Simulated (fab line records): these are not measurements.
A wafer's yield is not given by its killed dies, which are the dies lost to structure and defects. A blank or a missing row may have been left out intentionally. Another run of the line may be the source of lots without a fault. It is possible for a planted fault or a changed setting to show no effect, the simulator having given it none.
fab line records ; flow n5Finfet
record: lots: 7; wafers: 21
route steps=1938 shown SD_EPI_N@268 SD_EPI_P@321 SD_ACTIVATION@330 SDB@369
startH: start of the lot's first displayed wafer, in hours after the record's first day ; waitH: how many hours have passed since the lot's step before this one ; " repeats the value in the row above ; L1.1+2: a row that stands for several wafers ; - value missing, or start not given ; * or withheld: withheld ; < > ~ a bound
route shown NAME@n: NAME is a module with steps in the file, n the number in the route of the first one ; usual: the fault-free wafers' mean and standard deviation ; same: alike in all rows ; chamber/n: place in a boat ; sites: each site's reading ; _std_site: standard deviation of those values ; _edge_site: mean of outer sites minus mean of inner sites ; radiusMm: for every site, how far away it sits from the centre of the wafer ; mask NAME#n: copy n ; behind: the tool/chamber that last shaped the wafer ; hold: why the lot was held/for how many hours/how that ended ; device: transistor that didn't switch, given as n, p or np ; end of line: at the end of the route, the tests of the same wafers ; for a step that has no rows: nothing shown but its recipe ; killed: not the wafer's yield, but the dies lost to structure and defects at the first sort ; map: shows each die of a wafer: x if killed, . if not, _ if none is there
set.NAME: the setting the step ran with; set.NAME@STEP: the setting that earlier step ran with ; model.NAME: the simulator's own value behind a step, which no gauge read
one table per step and one row per wafer, for lots whose settings were changed on purpose
== steps ==
step: N5_SD_EPI_N_PEB_07
recipe: pebTempC: 110; pebTimeS: 60; resist: CAR-ArF-block
lot.wafer;tool;chamber;startH;waitH;set.pebTempC
L075.1+2;lithoTrack-01;0;53.96;0.1;110
L075.3;lithoTrack-01;0;53.96;0.1;106.6
L076.2+6;lithoTrack-02;0;60.22;0.0;110
L076.3;lithoTrack-02;0;60.22;0.0;107.2
L077.1+5+6;lithoTrack-02;0;67.32;0.1;110
L080.1+3+6;lithoTrack-02;0;89.52;0.1;110
L081.4+5+6;lithoTrack-02;0;92.44;0.0;110
L084.1+5;lithoTrack-01;0;110.82;0.1;113.4
L084.6;lithoTrack-01;0;110.82;0.1;110
L092.2;lithoTrack-01;0;156.36;0.0;110
L092.3+4;lithoTrack-01;0;156.36;0.0;111.4
step: N5_SD_EPI_N_DEVELOP_08
recipe: developTimeS: 30; developer: TMAH; resist: CAR-ArF-block; devTempC: 23; rinseLiquid: diw; dry: airSpin
step: N5_SD_EPI_N_CD_MEAS_09
recipe: targetCdNm: 120; landingEnergyEv: 500; detector: seInlens
usual: cdNm: 120.0/0.67
lot.wafer;tool;chamber;startH;waitH;set.doseMj@SD_EPI_N_EXPOSE_06;set.pebTempC@SD_EPI_N_PEB_07;cdNm
L075.1;cdSem-01;0;54.03;-;39.75;110;119.6
L075.2;cdSem-01;0;54.03;-;39.75;110;118.9
L075.3;cdSem-01;0;54.03;-;39.75;106.6;110.0
L076.2;cdSem-02;0;60.29;-;39.75;110;118.7
L076.3;cdSem-02;0;60.29;-;38.17;107.2;110.1
L076.6;cdSem-02;0;60.29;-;38.17;110;117.0
L077.1;cdSem-02;0;67.39;-;36.95;110;113.6
L077.5;cdSem-02;0;67.39;-;39.75;110;120.4
L077.6;cdSem-02;0;67.39;-;39.75;110;119.0
L080.1;cdSem-03;0;89.58;-;39.75;110;120.9
L080.3;cdSem-03;0;89.58;-;39.75;110;121.5
L080.6;cdSem-03;0;89.58;-;39.75;110;120.4
L081.4;cdSem-03;0;92.51;-;38.9;110;118.7
L081.5;cdSem-03;0;92.51;-;39.75;110;119.3
L081.6;cdSem-03;0;92.51;-;38.9;110;119.0
L084.1;cdSem-03;0;110.89;-;42.72;113.4;133.0
L084.5;cdSem-03;0;110.89;-;39.75;113.4;127.7
L084.6;cdSem-03;0;110.89;-;42.72;110;125.3
L092.2;cdSem-03;0;156.43;-;37.3;110;115.6
L092.3;cdSem-03;0;156.43;-;39.75;111.4;124.3
L092.4;cdSem-03;0;156.43;-;39.75;111.4;123.0
step: N5_SD_EPI_N_DESCUM_14
recipe: chemistry: O2; timeS: 7.9; sourcePowerW: 50; biasPowerW: 20; pressureMtorr: 20; rfFrequencyHz: 2.712e+07; tempC: 40; resist: CAR-ArF-block; o2FlowSccm: 225
lot.wafer;tool;chamber;startH;waitH;set.doseMj@SD_EPI_N_EXPOSE_06;set.pebTempC@SD_EPI_N_PEB_07;model.SD_EPI_N.cdNm
L075.1;rieDiel-01;1;54.12;0.0;39.75;110;119.6
L075.2;rieDiel-01;3;54.12;0.0;39.75;110;118.8
L075.3;rieDiel-01;0;54.12;0.0;39.75;106.6;109.8
L076.2;rieDiel-02;3;60.38;0.0;39.75;110;118.6
L076.3;rieDiel-02;2;60.38;0.0;38.17;107.2;110.2
L076.6;rieDiel-02;3;60.38;0.0;38.17;110;116.8
L077.1;rieDiel-02;3;67.64;0.2;36.95;110;113.8
L077.5;rieDiel-02;0;67.64;0.2;39.75;110;120.4
L077.6;rieDiel-02;3;67.64;0.2;39.75;110;118.8
L080.1;rieDiel-05;0;89.67;0.0;39.75;110;121
L080.3;rieDiel-05;1;89.67;0.0;39.75;110;121.4
L080.6;rieDiel-05;2;89.67;0.0;39.75;110;120.6
L081.4;rieDiel-02;0;92.61;0.0;38.9;110;118.8
L081.5;rieDiel-02;2;92.61;0.0;39.75;110;-
L081.6;rieDiel-02;3;92.61;0.0;38.9;110;119
L084.1;rieDiel-05;1;110.97;0.0;42.72;113.4;133.4
L084.5;rieDiel-05;1;110.97;0.0;39.75;113.4;127.4
L084.6;rieDiel-05;0;110.97;0.0;42.72;110;125
L092.2;rieDiel-01;0;156.52;0.0;37.3;110;115.4
L092.3;rieDiel-01;2;156.52;0.0;39.75;111.4;123.8
L092.4;rieDiel-01;3;156.52;0.0;39.75;111.4;123
step: N5_SD_EPI_N_ETCH_34
recipe: chemistry: CF4; target: SiARC; targetDepthA: 455; maskMaterial: CAR-ArF-block; timeS: 75.8; ionEnergyEv: 80; pressureMtorr: 40; sourceW: 545; biasW: 36; Ar_flow_sccm: 100; cf4FlowSccm: 100; ends: cleared
lot.wafer;tool;chamber;startH;waitH;set.doseMj@SD_EPI_N_EXPOSE_06;set.pebTempC@SD_EPI_N_PEB_07;model.SD_EPI_N.cdNm
L075.1;rieDiel-01;1;54.15;0.0;39.75;110;119.8
L075.2;rieDiel-01;3;54.15;0.0;39.75;110;119.2
L075.3;rieDiel-01;0;54.15;0.0;39.75;106.6;109.6
L076.2;rieDiel-02;3;60.41;0.0;39.75;110;118.4
L076.3;rieDiel-02;2;60.41;0.0;38.17;107.2;110.2
L076.6;rieDiel-02;3;60.41;0.0;38.17;110;116.8
L077.1;rieDiel-02;3;67.67;0.0;36.95;110;113.6
L077.5;rieDiel-02;0;67.67;0.0;39.75;110;120.8
L077.6;rieDiel-02;3;67.67;0.0;39.75;110;118.6
L080.1;rieDiel-05;0;89.71;0.0;39.75;110;121.2
L080.3;rieDiel-05;1;89.71;0.0;39.75;110;121.6
L080.6;rieDiel-05;2;89.71;0.0;39.75;110;120.6
L081.4+6;rieDiel-02;0,3;92.65;0.0;38.9;110;119
L081.5;rieDiel-02;2;92.65;0.0;39.75;110;119.8
L084.1;rieDiel-05;1;111.01;0.0;42.72;113.4;133.4
L084.5;rieDiel-05;1;111.01;0.0;39.75;113.4;127.6
L084.6;rieDiel-05;0;111.01;0.0;42.72;110;125
L092.2;rieDiel-01;0;156.55;0.0;37.3;110;115.4
L092.3;rieDiel-01;2;156.55;0.0;39.75;111.4;124
L092.4;rieDiel-01;3;156.55;0.0;39.75;111.4;123
step: N5_SD_EPI_N_ETCH_35
recipe: chemistry: N2/H2; target: SOC; overetchA: 1080; maskMaterial: SiARC; tempC: 40; ionEnergyEv: 100; sourceW: 3000; biasW: 133; pressureMtorr: 20; timeS: 486; n2FlowSccm: 200; h2FlowSccm: 200
lot.wafer;tool;chamber;startH;waitH;set.doseMj@SD_EPI_N_EXPOSE_06;set.pebTempC@SD_EPI_N_PEB_07;model.SD_EPI_N.cdNm
L075.1;rieDiel-01;1;54.21;0.0;39.75;110;120.8
L075.2;rieDiel-01;3;54.21;0.0;39.75;110;118.4
L075.3;rieDiel-01;0;54.21;0.0;39.75;106.6;109.4
L076.2;rieDiel-02;3;60.47;0.0;39.75;110;119.6
L076.3;rieDiel-02;2;60.47;0.0;38.17;107.2;109.8
L076.6;rieDiel-02;3;60.47;0.0;38.17;110;117.8
L077.1;rieDiel-02;3;67.73;0.0;36.95;110;113.6
L077.5;rieDiel-02;0;67.73;0.0;39.75;110;119.6
L077.6;rieDiel-02;3;67.73;0.0;39.75;110;119.2
L080.1;rieDiel-05;0;89.76;0.0;39.75;110;120.6
L080.3;rieDiel-05;1;89.76;0.0;39.75;110;120.8
L080.6;rieDiel-05;2;89.76;0.0;39.75;110;118.4
L081.4;rieDiel-02;0;92.84;0.2;38.9;110;118.6
L081.5;rieDiel-02;2;92.84;0.2;39.75;110;120.6
L081.6;rieDiel-02;3;92.84;0.2;38.9;110;117.6
L084.1;rieDiel-05;1;111.07;0.0;42.72;113.4;132.8
L084.5;rieDiel-05;1;111.07;0.0;39.75;113.4;126
L084.6;rieDiel-05;0;111.07;0.0;42.72;110;124.2
L092.2;rieDiel-01;0;156.61;0.0;37.3;110;116.2
L092.3;rieDiel-01;2;156.61;0.0;39.75;111.4;124.2
L092.4;rieDiel-01;3;156.61;0.0;39.75;111.4;123.4
step: N5_SD_EPI_N_STRIP_36
recipe: chemistry: N2/H2; tempC: 40; n2FlowSccm: 200; h2FlowSccm: 200; rfFrequencyHz: 6e+07
step: N5_SD_EPI_N_ETCHBACK_44
recipe: chemistry: CH3F/O2; mode: anisotropicEtchback; target: SiNx; targetDepthA: 145; stopOn: SiO2; overEtchFrac: 0.3; ionEnergyEv: 120; pressureMtorr: 30; sourceW: 395; biasW: 73; Ar_flow_sccm: 150; CH3F_flow_sccm: 30; O2_flow_sccm: 20
lot.wafer;tool;chamber;startH;waitH;set.doseMj@SD_EPI_N_EXPOSE_06;set.pebTempC@SD_EPI_N_PEB_07;model.SD_EPI_N.cdNm
L075.1;rieDiel-01;1;54.53;0.0;39.75;110;120.6
L075.2;rieDiel-01;3;54.53;0.0;39.75;110;118.4
L075.3;rieDiel-01;0;54.53;0.0;39.75;106.6;109.4
L076.2;rieDiel-02;3;60.79;0.0;39.75;110;119.4
L076.3;rieDiel-02;2;60.79;0.0;38.17;107.2;109.8
L076.6;rieDiel-02;3;60.79;0.0;38.17;110;117.8
L077.1;rieDiel-02;3;68.05;0.0;36.95;110;113.6
L077.5;rieDiel-02;0;68.05;0.0;39.75;110;119.6
L077.6;rieDiel-02;3;68.05;0.0;39.75;110;119.2
L080.1;rieDiel-05;0;90.09;0.0;39.75;110;120.4
L080.3;rieDiel-05;1;90.09;0.0;39.75;110;120.8
L080.6;rieDiel-05;2;90.09;0.0;39.75;110;118.4
L081.4;rieDiel-02;0;93.05;0.1;38.9;110;118.6
L081.5;rieDiel-02;2;93.05;0.1;39.75;110;120.6
L081.6;rieDiel-02;3;93.05;0.1;38.9;110;117.8
L084.1;rieDiel-05;1;111.39;0.0;42.72;113.4;132.8
L084.5;rieDiel-05;1;111.39;0.0;39.75;113.4;126
L084.6;rieDiel-05;0;111.39;0.0;42.72;110;124.2
L092.2;rieDiel-01;0;156.93;0.0;37.3;110;116.2
L092.3;rieDiel-01;2;156.93;0.0;39.75;111.4;124.2
L092.4;rieDiel-01;3;156.93;0.0;39.75;111.4;123.4
step: N5_SD_EPI_N_ETCH_45
recipe: chemistry: CH3F/O2; target: SiOCN; targetDepthA: 60; maskMaterial: SOC; ionEnergyEv: 60; biasW: 29; pressureMtorr: 15; sourceW: 410; Ar_flow_sccm: 150; CH3F_flow_sccm: 30; O2_flow_sccm: 20
lot.wafer;tool;chamber;startH;waitH;set.doseMj@SD_EPI_N_EXPOSE_06;set.pebTempC@SD_EPI_N_PEB_07;model.SD_EPI_N.cdNm
L075.1;rieDiel-01;1;54.63;0.1;39.75;110;120.6
L075.2;rieDiel-01;3;54.63;0.1;39.75;110;118.4
L075.3;rieDiel-01;0;54.63;0.1;39.75;106.6;109.4
L076.2;rieDiel-02;3;60.89;0.1;39.75;110;119.6
L076.3;rieDiel-02;2;60.89;0.1;38.17;107.2;110
L076.6;rieDiel-02;3;60.89;0.1;38.17;110;118
L077.1;rieDiel-02;3;68.15;0.1;36.95;110;113.8
L077.5;rieDiel-02;0;68.15;0.1;39.75;110;119.6
L077.6;rieDiel-02;3;68.15;0.1;39.75;110;119.2
L080.1;rieDiel-05;0;90.19;0.1;39.75;110;120.6
L080.3;rieDiel-05;1;90.19;0.1;39.75;110;120.8
L080.6;rieDiel-05;2;90.19;0.1;39.75;110;118.4
L081.4;rieDiel-02;0;93.15;0.1;38.9;110;118.6
L081.5;rieDiel-02;2;93.15;0.1;39.75;110;120.8
L081.6;rieDiel-02;3;93.15;0.1;38.9;110;117.8
L084.1;rieDiel-05;1;111.49;0.1;42.72;113.4;132.8
L084.5;rieDiel-05;1;111.49;0.1;39.75;113.4;126
L084.6;rieDiel-05;0;111.49;0.1;42.72;110;124.2
L092.2;rieDiel-01;0;157.03;0.1;37.3;110;116.2
L092.3;rieDiel-01;2;157.03;0.1;39.75;111.4;124.2
L092.4;rieDiel-01;3;157.03;0.1;39.75;111.4;123.4
step: N5_SD_EPI_N_ETCH_16
recipe: chemistry: CHF3/O2; target: SiO2; targetDepthA: 50; maskMaterial: SOC; pressureMtorr: 30; sourceW: 650; biasW: 170; Ar_flow_sccm: 200; CHF3_flow_sccm: 50; O2_flow_sccm: 5; ionEnergyEv: 200
lot.wafer;tool;chamber;startH;waitH;set.doseMj@SD_EPI_N_EXPOSE_06;set.pebTempC@SD_EPI_N_PEB_07;model.SD_EPI_N.cdNm
L075.1;rieDiel-01;1;54.73;0.1;39.75;110;120.8
L075.2;rieDiel-01;3;54.73;0.1;39.75;110;118.4
L075.3;rieDiel-01;0;54.73;0.1;39.75;106.6;109.4
L076.2;rieDiel-02;3;60.99;0.1;39.75;110;119.6
L076.3;rieDiel-02;2;60.99;0.1;38.17;107.2;110
L076.6;rieDiel-02;3;60.99;0.1;38.17;110;118
L077.1;rieDiel-02;3;68.25;0.1;36.95;110;113.8
L077.5;rieDiel-02;0;68.25;0.1;39.75;110;119.6
L077.6;rieDiel-02;3;68.25;0.1;39.75;110;119.2
L080.1;rieDiel-05;0;90.29;0.1;39.75;110;120.4
L080.3;rieDiel-05;1;90.29;0.1;39.75;110;120.8
L080.6;rieDiel-05;2;90.29;0.1;39.75;110;118.4
L081.4;rieDiel-02;0;93.22;0.0;38.9;110;118.6
L081.5;rieDiel-02;2;93.22;0.0;39.75;110;120.8
L081.6;rieDiel-02;3;93.22;0.0;38.9;110;117.8
L084.1;rieDiel-05;1;111.59;0.1;42.72;113.4;132.8
L084.5;rieDiel-05;1;111.59;0.1;39.75;113.4;126
L084.6;rieDiel-05;0;111.59;0.1;42.72;110;124.2
L092.2;rieDiel-01;0;157.13;0.1;37.3;110;116.2
L092.3;rieDiel-01;2;157.13;0.1;39.75;111.4;124
L092.4;rieDiel-01;3;157.13;0.1;39.75;111.4;123.4
step: N5_SD_EPI_N_STRIP_47
recipe: chemistry: CHF3/O2; resist: SiARC; rfFrequencyHz: 6e+07
step: N5_SD_EPI_N_SD_RECESS_17
recipe: chemistry: HBr/Cl2/O2; targetDepthA: 410; maskMaterial: SOC; timeS: 23.7; btTimeS: 3; pressureMtorr: 10; icpW: 800; biasW: 112; HBr_flow_sccm: 150; Cl2_flow_sccm: 80; O2_flow_sccm: 12
lot.wafer;tool;chamber;startH;waitH;set.doseMj@SD_EPI_N_EXPOSE_06;set.pebTempC@SD_EPI_N_PEB_07;model.SD_EPI_N.cdNm
L075.1;rieSi-03;3;54.80;0.0;39.75;110;120.6
L075.2;rieSi-03;2;54.80;0.0;39.75;110;118.4
L075.3;rieSi-03;1;54.80;0.0;39.75;106.6;109.4
L076.2;rieSi-01;2;61.06;0.0;39.75;110;119.6
L076.3;rieSi-01;0;61.06;0.0;38.17;107.2;110
L076.6;rieSi-01;0;61.06;0.0;38.17;110;118
L077.1;rieSi-01;0;68.32;0.0;36.95;110;113.8
L077.5;rieSi-01;3;68.32;0.0;39.75;110;119.4
L077.6;rieSi-01;0;68.32;0.0;39.75;110;119.2
L080.1;rieSi-01;3;90.36;0.0;39.75;110;120.6
L080.3;rieSi-01;0;90.36;0.0;39.75;110;120.8
L080.6;rieSi-01;1;90.36;0.0;39.75;110;118.6
L081.4;rieSi-06;2;93.28;0.0;38.9;110;118.6
L081.5;rieSi-06;0;93.28;0.0;39.75;110;120.6
L081.6;rieSi-06;3;93.28;0.0;38.9;110;117.8
L084.1;rieSi-06;3;111.66;0.0;42.72;113.4;132.8
L084.5;rieSi-06;3;111.66;0.0;39.75;113.4;126
L084.6;rieSi-06;2;111.66;0.0;42.72;110;124.2
L092.2;rieSi-01;1;157.20;0.0;37.3;110;116.2
L092.3;rieSi-01;2;157.20;0.0;39.75;111.4;124
L092.4;rieSi-01;3;157.20;0.0;39.75;111.4;123.4
step: N5_SD_EPI_P_EPI_21
recipe: material: SiGe:B; dopant: B; tempC: 550; pressureTorr: 20; ambient: H2; timeS: 355
lot.wafer;tool;chamber;startH;waitH;set.tempC;model.SiGe-B_of_SD_EPI_P_EPI_21.thkNm
L075.1;epiRpcvd-04;0;61.36;0.1;550;60.6
L075.2;epiRpcvd-04;0;61.36;0.1;548.2;58.8
L075.3;epiRpcvd-04;0;61.36;0.1;548.2;58.2
L076.2;epiRpcvd-04;0;67.85;0.5;548.5;57.6
L076.3;epiRpcvd-04;0;67.85;0.5;550;60.6
L076.6;epiRpcvd-04;0;69.29;1.8;550;59
L077.1;epiRpcvd-04;0;73.79;0.2;550;61.2
L077.5;epiRpcvd-04;0;75.71;2.0;550;61
L077.6;epiRpcvd-04;0;75.71;2.0;548.9;59.6
L080.1;epiRpcvd-01;0;95.64;0.1;550;60.2
L080.3;epiRpcvd-01;0;95.64;0.1;550;60
L080.6;epiRpcvd-01;0;97.44;1.8;550;61
L081.4;epiRpcvd-03;0;99.72;1.1;550;61
L081.5;epiRpcvd-03;0;99.72;1.1;548.2;58.2
L081.6;epiRpcvd-03;0;99.72;1.1;550;61.2
L084.1;epiRpcvd-03;0;116.91;0.2;548.1;58.2
L084.5;epiRpcvd-03;0;118.83;2.0;550;60.2
L084.6;epiRpcvd-03;0;118.83;2.0;550;60.8
L092.2+4;epiRpcvd-01;0;162.90;0.6;546.5;57.6
L092.3;epiRpcvd-01;0;162.90;0.6;550;62.8
step: N5_SD_EPI_P_EPI_MEAS_23
recipe: mode: xrd
usual: thkNm: 61.0/1.3
lot.wafer;tool;chamber;startH;waitH;set.tempC@SD_EPI_P_EPI_21;thkNm
L075.1;filmMetro-02;-;63.56;1.8;550;61.8
L075.2;filmMetro-02;-;63.56;1.8;548.2;58.3
L075.3;filmMetro-02;-;63.56;1.8;548.2;56.9
L076.2;filmMetro-02;-;69.68;1.5;548.5;58.2
L076.3;filmMetro-02;-;69.68;1.5;550;59.8
L076.6;filmMetro-02;-;69.68;1.5;550;58.4
L077.1;filmMetro-01;-;76.70;2.4;550;61.3
L077.5;filmMetro-01;-;76.70;2.4;550;60.7
L077.6;filmMetro-01;-;76.70;2.4;548.9;60.0
L080.1;filmMetro-01;-;97.84;1.8;550;62.1
L080.3;filmMetro-01;-;97.84;1.8;550;59.6
L080.6;filmMetro-01;-;97.84;1.8;550;60.5
L081.4;filmMetro-01;-;100.84;0.8;550;60.9
L081.5;filmMetro-01;-;100.84;0.8;548.2;58.0
L081.6;filmMetro-01;-;100.84;0.8;550;61.0
L084.1;filmMetro-02;-;119.83;2.4;548.1;60.1
L084.5;filmMetro-02;-;119.83;2.4;550;62.1
L084.6;filmMetro-02;-;119.83;2.4;550;61.7
L092.2;filmMetro-01;-;165.34;2.0;546.5;57.9
L092.3;filmMetro-01;-;165.34;2.0;550;63.4
L092.4;filmMetro-01;-;165.34;2.0;546.5;55.2
step: N5_SD_EPI_P_HM_STRIP_48
recipe: chemistry: H3PO4; tempC: 160; material: SiNx; target: SiNx; targetDepthA: 30; overetchFraction: 0.3
lot.wafer;tool;chamber;startH;waitH;set.tempC@SD_EPI_P_EPI_21;model.SiGe-B_of_SD_EPI_P_EPI_21.thkNm
L075.1;wetBench-01;7;63.60;0.0;550;60.2
L075.2;wetBench-01;4;63.60;0.0;548.2;58.6
L075.3;wetBench-01;1;63.60;0.0;548.2;58
L076.2;wetBench-03;0;69.72;0.0;548.5;57.2
L076.3;wetBench-03;4;69.72;0.0;550;60.4
L076.6;wetBench-03;7;69.72;0.0;550;58.8
L077.1;wetBench-03;5;76.74;0.0;550;61
L077.5;wetBench-03;2;76.74;0.0;550;60.6
L077.6;wetBench-03;4;76.74;0.0;548.9;59.2
L080.1;wetBench-05;7;97.87;0.0;550;60
L080.3;wetBench-05;6;97.87;0.0;550;59.8
L080.6;wetBench-05;4;97.87;0.0;550;60.8
L081.4+6;wetBench-05;2,1;100.87;0.0;550;60.8
L081.5;wetBench-05;7;100.87;0.0;548.2;58
L084.1;wetBench-05;1;119.86;0.0;548.1;58
L084.5;wetBench-05;4;119.86;0.0;550;59.8
L084.6;wetBench-05;2;119.86;0.0;550;60.6
L092.2;wetBench-03;5;165.37;0.0;546.5;57.2
L092.3;wetBench-03;7;165.37;0.0;550;62.4
L092.4;wetBench-03;6;165.37;0.0;546.5;57.4
step: N5_SD_EPI_P_SRD_49
recipe: dry: ipaMarangoni; timeS: 30; tempC: 23; rinseLiquid: diw
step: N5_SD_EPI_P_PRECLEAN_24
recipe: chemistry: O3/DIW; timeS: 45; tempC: 22; o3Ppm: 10
lot.wafer;tool;chamber;startH;waitH;set.tempC@SD_EPI_P_EPI_21;model.SiGe-B_of_SD_EPI_P_EPI_21.thkNm
L075.1;wetBench-01;7;63.74;0.0;550;60
L075.2;wetBench-01;4;63.74;0.0;548.2;58.4
L075.3;wetBench-01;1;63.74;0.0;548.2;57.8
L076.2;wetBench-03;0;69.79;0.0;548.5;57
L076.3;wetBench-03;4;69.79;0.0;550;60.2
L076.6;wetBench-03;7;69.79;0.0;550;58.6
L077.1;wetBench-03;5;76.81;0.0;550;60.8
L077.5;wetBench-03;2;76.81;0.0;550;60.6
L077.6;wetBench-03;4;76.81;0.0;548.9;59
L080.1;wetBench-05;7;97.94;0.0;550;59.8
L080.3;wetBench-05;6;97.94;0.0;550;59.6
L080.6;wetBench-05;4;97.94;0.0;550;60.6
L081.4+6;wetBench-05;2,1;100.94;0.0;550;60.6
L081.5;wetBench-05;7;100.94;0.0;548.2;57.8
L084.1;wetBench-05;1;119.93;0.0;548.1;57.8
L084.5;wetBench-05;4;119.93;0.0;550;59.8
L084.6;wetBench-05;2;119.93;0.0;550;60.4
L092.2;wetBench-03;5;165.44;0.0;546.5;57
L092.3;wetBench-03;7;165.44;0.0;550;62.4
L092.4;wetBench-03;6;165.44;0.0;546.5;57.2
step: N5_SD_EPI_P_PRECLEAN_32
recipe: chemistry: dHF; timeS: 10; dilution: 500:1; tempC: 25
step: N5_SD_EPI_P_PRECLEAN_33
recipe: chemistry: SC2; timeS: 45; tempC: 35; mix: 1:1:50
step: N5_SD_ACTIVATION_RTA_00
recipe: tempC: 975; timeS: 0; ambient: N2; idleTempC: 600; rampUpCPerS: 150; rampDownCPerS: 60; coolToC: 600
step: N5_SD_ACTIVATION_LSA_01
recipe: tempC: 1080; timeS: 0.0008; ambient: N2
step: N5_SD_ACTIVATION_RS_MEAS_03
recipe: thkMeasGauge: four-point-probe
usual: RS_SD_N: 21.85/0.3; RS_SD_P: 56.1/0.96
lot.wafer;tool;chamber;startH;waitH;set.tempC@SD_EPI_P_EPI_21;RS_SD_N[ohm/sq];RS_SD_P[ohm/sq]
L075.1;filmMetro-01;-;64.53;0.2;550;21.34;57.0
L075.2;filmMetro-01;-;64.53;0.2;548.2;21.55;58.7
L075.3;filmMetro-01;-;64.53;0.2;548.2;21.55;59.2
L076.2;filmMetro-02;-;70.32;0.2;548.5;22.37;59.8
L076.3;filmMetro-02;-;70.32;0.2;550;22.14;56.7
L076.6;filmMetro-02;-;70.32;0.2;550;21.91;58.3
L077.1;filmMetro-02;-;77.31;0.2;550;21.99;55.6
L077.5;filmMetro-02;-;77.31;0.2;550;21.46;56.0
L077.6;filmMetro-02;-;77.31;0.2;548.9;21.80;57.7
L080.1;filmMetro-01;-;98.46;0.2;550;21.97;56.2
L080.3;filmMetro-01;-;98.46;0.2;550;21.58;56.8
L080.6;filmMetro-01;-;98.46;0.2;550;21.62;55.5
L081.4;filmMetro-02;-;101.52;0.1;550;22.05;56.2
L081.5;filmMetro-02;-;101.52;0.1;548.2;22.36;59.2
L081.6;filmMetro-02;-;101.52;0.1;550;22.28;56.2
L084.1;filmMetro-02;-;120.49;0.2;548.1;21.60;59.8
L084.5;filmMetro-02;-;120.49;0.2;550;21.77;57.0
L084.6;filmMetro-02;-;120.49;0.2;550;22.17;56.5
L092.2;filmMetro-02;-;165.96;0.2;546.5;21.58;60.0
L092.3;filmMetro-02;-;165.96;0.2;550;21.60;54.8
L092.4;filmMetro-02;-;165.96;0.2;546.5;21.57;60.1
step: N5_SDB_CUT_ETCH_26
recipe: chemistry: HBr/Cl2/O2; target: Si; targetDepthA: 1296; btTimeS: 20; maskMaterial: SiNx; timeS: 51.8; ionEnergyEv: *; biasW: *; pressureMtorr: 10; icpW: 800; HBr_flow_sccm: 150; Cl2_flow_sccm: 80; O2_flow_sccm: 12
lot.wafer;tool;chamber;startH;waitH;set.icpW;model.etch.depthNm;model.SDB.featureDepthNm
L075.1;rieSi-06;0;72.80;0.1;923.8;139;139
L075.2;rieSi-06;2;72.80;0.1;800;127.7;127.8
L075.3;rieSi-06;1;72.80;0.1;800;128.4;128.4
L076.2;rieSi-06;3;79.84;0.1;800;129.5;129.6
L076.3;rieSi-06;2;79.84;0.1;704.2;121;121
L076.6;rieSi-06;3;79.84;0.1;704.2;121.9;122
L077.1;rieSi-06;3;85.43;0.1;800;128.6;128.6
L077.5;rieSi-06;0;85.43;0.1;800;129.2;129.2
L077.6;rieSi-06;1;85.43;0.1;759.5;125.2;125.2
L080.1;rieSi-03;1;106.71;0.1;800;130;130
L080.3;rieSi-03;3;106.71;0.1;800;129.4;129.4
L080.6;rieSi-03;0;106.71;0.1;800;130.6;130.6
L081.4;rieSi-01;2;109.17;0.1;800;132.4;132.4
L081.5;rieSi-01;0;109.17;0.1;800;131;131
L081.6;rieSi-01;1;109.17;0.1;800;129.4;129.4
L084.1;rieSi-03;0;128.62;0.1;800;131;131
L084.5;rieSi-03;3;128.62;0.1;800;127.9;128
L084.6;rieSi-03;2;128.62;0.1;800;126.3;126.2
L092.2;rieSi-03;1;173.97;0.1;711.6;122.6;122.6
L092.3;rieSi-03;2;173.97;0.1;711.6;120;120
L092.4;rieSi-03;3;173.97;0.1;800;127.4;127.4
== key ==
split: step: N5_SD_EPI_N_PEB_07; setting: pebTempC; stated: 110; by: wafer
response: step: N5_SD_EPI_N_CD_MEAS_09; reading: cdNm; slope: +2.69; per: 1%; togetherWith: doseMj@SD_EPI_N_EXPOSE_06; explained: 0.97
response: step: N5_SD_EPI_N_DESCUM_14; reading: model.SD_EPI_N.cdNm; slope: +2.72; per: 1%; togetherWith: doseMj@SD_EPI_N_EXPOSE_06; explained: 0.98
response: step: N5_SD_EPI_N_ETCH_34; reading: model.SD_EPI_N.cdNm; slope: +2.78; per: 1%; togetherWith: doseMj@SD_EPI_N_EXPOSE_06; explained: 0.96
response: step: N5_SD_EPI_N_ETCH_35; reading: model.SD_EPI_N.cdNm; slope: +2.9; per: 1%; togetherWith: doseMj@SD_EPI_N_EXPOSE_06; explained: 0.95
response: step: N5_SD_EPI_N_ETCHBACK_44; reading: model.SD_EPI_N.cdNm; slope: +2.88; per: 1%; togetherWith: doseMj@SD_EPI_N_EXPOSE_06; explained: 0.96
response: step: N5_SD_EPI_N_ETCH_45; reading: model.SD_EPI_N.cdNm; slope: +2.88; per: 1%; togetherWith: doseMj@SD_EPI_N_EXPOSE_06; explained: 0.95
response: step: N5_SD_EPI_N_ETCH_16; reading: model.SD_EPI_N.cdNm; slope: +2.88; per: 1%; togetherWith: doseMj@SD_EPI_N_EXPOSE_06; explained: 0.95
response: step: N5_SD_EPI_N_SD_RECESS_17; reading: model.SD_EPI_N.cdNm; slope: +2.87; per: 1%; togetherWith: doseMj@SD_EPI_N_EXPOSE_06; explained: 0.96
split: step: N5_SD_EPI_P_EPI_21; setting: tempC; stated: 550; by: wafer
response: step: N5_SD_EPI_P_EPI_21; reading: model.SiGe-B_of_SD_EPI_P_EPI_21.thkNm; change: +7.79; per: 1%; r: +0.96
response: step: N5_SD_EPI_P_EPI_MEAS_23; reading: thkNm; change: *; per: 1%; r: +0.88
response: step: N5_SD_EPI_P_HM_STRIP_48; reading: model.SiGe-B_of_SD_EPI_P_EPI_21.thkNm; change: +7.64; per: 1%; r: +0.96
response: step: N5_SD_EPI_P_PRECLEAN_24; reading: model.SiGe-B_of_SD_EPI_P_EPI_21.thkNm; change: +7.86; per: 1%; r: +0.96
response: step: N5_SD_ACTIVATION_RS_MEAS_03; reading: RS_SD_P; change: -8.22; per: 1%; r: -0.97
split: step: N5_SDB_CUT_ETCH_26; setting: icpW; stated: 800; by: wafer
response: step: N5_SDB_CUT_ETCH_26; reading: model.etch.depthNm; change: +0.662; per: 1%; r: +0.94
response: step: N5_SDB_CUT_ETCH_26; reading: model.SDB.featureDepthNm; change: +0.663; per: 1%; r: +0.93
split outsideThisFile step=N5_SD_EPI_N_EXPOSE_06 setting=doseMj
split outsideThisFile: this setting was split too, and the file shows its column; the key of that split is in another file
